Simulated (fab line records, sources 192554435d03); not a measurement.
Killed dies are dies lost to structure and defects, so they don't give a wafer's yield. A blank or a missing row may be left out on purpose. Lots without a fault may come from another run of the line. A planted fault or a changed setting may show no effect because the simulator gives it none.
One fault seen from 2 desks | flow n5_finfet | each desk has only its own numbers; what lay behind them comes last

THE METROLOGY DESK
What the gauges read, lot by lot, whatever tool the lot ran on: means of the sampled wafers that have a number. A lot is out of limits, marked OUT, if its mean lies more than 4 standard deviations from the usual mean; the brackets give that distance.
Columns: A = cd_nm at N5_HKMG_FIN_CD_MEAS_12, usual 93.0 nm
lot  | first seen here | A
L537 | day 4 08:04     | 92.4
L538 | day 4 14:40     | 92.5
L540 | day 5 01:46     | 93.6
L542 | day 5 14:29     | 104.2 (+16) OUT
L543 | day 6 02:16     | 101.8 (+13) OUT
L551 | day 7 20:50     | 93.5
L552 | day 8 02:47     | 92.8
L553 | day 8 06:59     | 93.4
L555 | day 8 23:45     | 92.2
L557 | day 9 14:50     | 93.1
L559 | day 9 23:14     | 93.8
L558 | day 9 23:59     | 91.8
This desk's finding: out of limits on L542, L543; first on L542, day 5 14:29 (cd_nm at N5_HKMG_FIN_CD_MEAS_12). In limits: L537, L538, L540, L551, L552, L553, L555, L557, L559, L558.

THE TOOL OWNER'S DESK: arfi_scanner-02
The tool's own readings at N5_HKMG_FIN_EXPOSE_09 (exposes mask NWFM): means of the sampled wafers that have a number, for each lot that ran on this tool. A lot is out of limits, marked OUT, if its mean lies more than 4 standard deviations from the usual mean; the brackets give that distance.
Columns: A = exposure_dose_mJ_cm2 at N5_HKMG_FIN_EXPOSE_09, usual 39.63
lot  | first seen here | A
L537 | day 4 07:56     | 39.23
L538 | day 4 14:33     | 39.22
L542 | day 5 14:22     | 47.14 (+26) OUT
L543 | day 6 02:08     | 45.54 (+20) OUT
This desk's finding: out of limits on L542, L543; first on L542, day 5 14:22 (exposure_dose_mJ_cm2 at N5_HKMG_FIN_EXPOSE_09). In limits: L537, L538.

PUT TOGETHER
The tool owner's desk could have raised an alarm at day 5 14:22, on L542, L543.
The metrology desk could have raised an alarm at day 5 14:29, on L542, L543.
Of the lots named, all ran N5_HKMG_FIN_EXPOSE_09 on arfi_scanner-02.

WHAT THE SIMULATOR HAD PUT IN
Process parameter drift: arfi_scanner-02, from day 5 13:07 on, at N5_HKMG_FIN_EXPOSE_09. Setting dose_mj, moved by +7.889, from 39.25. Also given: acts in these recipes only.
Lots struck among those shown: L542, L543.
Hours from the fault's start to each desk's first reading out of limits: the tool owner's desk, 1; the metrology desk, 1.
